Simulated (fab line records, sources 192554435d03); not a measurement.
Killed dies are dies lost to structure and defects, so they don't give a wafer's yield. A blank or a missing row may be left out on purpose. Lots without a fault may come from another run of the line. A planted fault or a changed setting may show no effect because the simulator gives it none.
Which tool did it? | flow n5_finfet | 24 lots, 72 wafers sampled, at 3 steps of a route of 1938

WHAT THE GAUGES READ, wafer by wafer
N5_MOL_CONTACT_COAG_INSPECT_57: inspects for defects (brightfield). Usual: raw_defect_count 204, standard deviation 48.
lot  | measured     | on                | raw_defect_count | flag
L074 | day 5 04:42  | defect_inspect-01 | 246 235 182      |
L075 | day 5 07:05  | defect_inspect-02 | 226 196 201      |
L076 | day 5 16:26  | defect_inspect-02 | 200 207 183      |
L077 | day 5 23:37  | defect_inspect-02 | 178 263 260      |
L078 | day 5 23:54  | defect_inspect-01 | 265 221 189      |
L079 | day 6 10:22  | defect_inspect-01 | 180 183 223      |
L080 | day 6 14:23  | defect_inspect-01 | 242 271 228      |
L081 | day 6 20:58  | defect_inspect-02 | 168 225 225      |
L082 | day 7 07:11  | defect_inspect-02 | 214 142 133      |
L083 | day 7 08:26  | defect_inspect-02 | 194 221 205      |
L084 | day 7 19:55  | defect_inspect-02 | 196 140 248      |
L085 | day 7 20:09  | defect_inspect-02 | 167 161 134      |
L086 | day 8 01:38  | defect_inspect-02 | 213 200 258      |
L087 | day 8 07:50  | defect_inspect-02 | 199 176 228      |
L088 | day 8 15:47  | defect_inspect-02 | 313 222 225      |
L089 | day 8 20:28  | defect_inspect-02 | 168 231 233      |
L090 | day 9 02:11  | defect_inspect-01 | 208 258 231      |
L091 | day 9 08:45  | defect_inspect-01 | 179 136 140      |
L092 | day 9 12:00  | defect_inspect-01 | 183 229 174      |
L093 | day 9 20:48  | defect_inspect-01 | 254 139 185      |
L094 | day 10 03:37 | defect_inspect-01 | 264 268 309      |
L095 | day 10 13:11 | defect_inspect-02 | 292 241 260      |
L096 | day 10 16:14 | defect_inspect-01 | 337 186 197      |
L097 | day 11 02:44 | defect_inspect-01 | 213 304 248      |

WHICH TOOL RAN EACH LOT (tool, then ch and the chambers of the sampled wafers, then the start)
lot  | N5_MOL_CONTACT_COAG_CO_FILL_22   | N5_MOL_CONTACT_COAG_CMP_28
L074 | cvd_co-01 ch 0,2, day 4 21:35    | cmp-02 ch 2,3, day 5 02:20
L075 | cvd_co-01 ch 0,1, day 5 00:06    | cmp-02 ch 0,2,3, day 5 05:53
L076 | cvd_co-01 ch 0,2, day 5 08:02    | cmp-01 ch 2,3, day 5 15:04
L077 | cvd_co-01 ch 0,1,2, day 5 15:53  | cmp-01 ch 0,2,3, day 5 22:14
L078 | cvd_co-02 ch 0,1, day 5 17:16    | cmp-01 ch 0,1,3, day 5 22:38
L079 | cvd_co-01 ch 0,1, day 6 01:45    | cmp-01 ch 1,2,3, day 6 09:11
L080 | cvd_co-02 ch 0,2, day 6 07:31    | cmp-04 ch 0,2, day 6 12:44
L081 | cvd_co-01 ch 0,1,2, day 6 15:03  | cmp-04 ch 1,2, day 6 19:42
L082 | cvd_co-01 ch 0,1,2, day 6 22:05  | cmp-04 ch 1,2,3, day 7 05:53
L083 | cvd_co-02 ch 1,2, day 7 02:19    | cmp-04 ch 0,2,3, day 7 07:11
L084 | cvd_co-02 ch 0,1,2, day 7 11:56  | cmp-02 ch 1,2, day 7 17:54
L085 | cvd_co-01 ch 0,1, day 7 12:52    | cmp-04 ch 0,1, day 7 18:53
L086 | cvd_co-01 ch 0,1, day 7 16:34    | cmp-02 ch 1,2,3, day 8 00:22
L087 | cvd_co-02 ch 0,1,2, day 8 01:28  | cmp-01 ch 0,1,3, day 8 06:26
L088 | cvd_co-01 ch 0,1,2, day 8 08:14  | cmp-01 ch 0,2,3, day 8 14:02
L089 | cvd_co-01 ch 0,1, day 8 12:56    | cmp-04 ch 1,2,3, day 8 19:00
L090 | cvd_co-02 ch 0,2, day 8 19:55    | cmp-02 ch 0,1,3, day 9 00:57
L091 | cvd_co-01 ch 0,1,2, day 9 01:49  | cmp-02 ch 1,2,3, day 9 07:26
L092 | cvd_co-02 ch 0,1,2, day 9 05:56  | cmp-04 ch 1,2,3, day 9 10:46
L093 | cvd_co-01 ch 0,1,2, day 9 11:08  | cmp-04 ch 0,2,3, day 9 18:41
L094 | cvd_co-01 ch 0,1, day 9 19:47    | cmp-01 ch 0,2, day 10 02:17
L095 | cvd_co-02 ch 0,1,2, day 10 07:34 | cmp-02 ch 0,1,2, day 10 11:46
L096 | cvd_co-01 ch 0,1, day 10 07:44   | cmp-04 ch 0,1,3, day 10 14:11
L097 | cvd_co-01 ch 1,2, day 10 19:20   | cmp-02 ch 0,1,2, day 11 01:32
- N5_MOL_CONTACT_COAG_CO_FILL_22: material Co, precursor CCTBA/H2, target thk 20 nm.
- N5_MOL_CONTACT_COAG_CMP_28: polishes, stops on SiNx, t overpolish 0.85 s, target thk 14.522 nm.

WHAT THE TOOLS THEMSELVES READ (means of the sampled wafers that have a number; where no wafer has one, the mark that the record gives instead)
N5_MOL_CONTACT_COAG_CO_FILL_22. Usual: heater_power_w 237 W, standard deviation 9.3; susceptor_temp_C 200.02 C, standard deviation 0.15.
lot  | tool      | heater_power_w (W) | susceptor_temp_C (C) | flag
L074 | cvd_co-01 | 232                | 199.95               |
L075 | cvd_co-01 | 239                | 199.84               |
L076 | cvd_co-01 | 226                | 199.98               |
L077 | cvd_co-01 | 235                | 200.14               |
L078 | cvd_co-02 | 241                | 200.04               |
L079 | cvd_co-01 | 242                | 200.04               |
L080 | cvd_co-02 | 238                | 200.09               |
L081 | cvd_co-01 | 237                | 199.99               |
L082 | cvd_co-01 | 233                | 199.99               |
L083 | cvd_co-02 | 239                | 199.93               |
L084 | cvd_co-02 | 238                | 199.93               |
L085 | cvd_co-01 | 233                | 200.14               |
L086 | cvd_co-01 | 235                | 199.88               |
L087 | cvd_co-02 | 246                | 199.91               |
L088 | cvd_co-01 | 236                | 200.00               |
L089 | cvd_co-01 | 237                | 200.21               |
L090 | cvd_co-02 | 240                | 200.01               |
L091 | cvd_co-01 | 231                | 200.03               |
L092 | cvd_co-02 | 243                | 199.97               |
L093 | cvd_co-01 | 238                | 200.03               |
L094 | cvd_co-01 | 240                | 199.95               |
L095 | cvd_co-02 | 241                | 199.97               |
L096 | cvd_co-01 | 240                | 200.23               |
L097 | cvd_co-01 | 232                | 199.86               |

N5_MOL_CONTACT_COAG_CMP_28. Usual: motor_current_A 13.3 A, standard deviation 1.3; time_to_endpoint_s 5.2 s, standard deviation 2.8.
lot  | tool   | motor_current_A (A) | time_to_endpoint_s (s) | flag
L074 | cmp-02 | 12.9                | 6.5                    |
L075 | cmp-02 | 13.4                | 7.4                    |
L076 | cmp-01 | 12.8                | 6.8                    |
L077 | cmp-01 | 12.6                | 7.2                    |
L078 | cmp-01 | 12.7                | 5.0                    |
L079 | cmp-01 | 12.7                | 3.5                    |
L080 | cmp-04 | 14.4                | 7.9                    |
L081 | cmp-04 | 14.7                | 5.6                    |
L082 | cmp-04 | 13.2                | 3.3                    |
L083 | cmp-04 | 13.8                | 4.9                    |
L084 | cmp-02 | 12.9                | 7.7                    |
L085 | cmp-04 | 14.6                | 1.8                    |
L086 | cmp-02 | 12.5                | 6.9                    |
L087 | cmp-01 | 12.2                | 3.4                    |
L088 | cmp-01 | 12.6                | 5.0                    |
L089 | cmp-04 | 13.9                | 1.6                    |
L090 | cmp-02 | 12.6                | 4.5                    |
L091 | cmp-02 | 12.3                | 6.8                    |
L092 | cmp-04 | 13.7                | 2.3                    |
L093 | cmp-04 | 13.7                | 5.3                    |
L094 | cmp-01 | 13.8                | 6.7                    |
L095 | cmp-02 | 12.9                | 9.0                    |
L096 | cmp-04 | 13.7                | 2.3                    |
L097 | cmp-02 | 12.4                | 6.4                    |

THE ANSWER, worked out from the rows above alone
Rule: a lot is off if the mean of its wafers that have a number lies more than 3 standard deviations from the usual mean. A lot without any number at a reading at which 4 lots or more have one is off too. The other lots that the step has rows for count as sound. The gauges are gone through in route order, then the tools' own readings, and for those a lot's mean is taken as printed above. The first step at which some lot is off is used, and at that step the reading that is off furthest; a lot without a number counts as furthest.
No lot is off at any reading shown: from this, nothing can be told.

WHAT THE SIMULATOR HAD PUT IN
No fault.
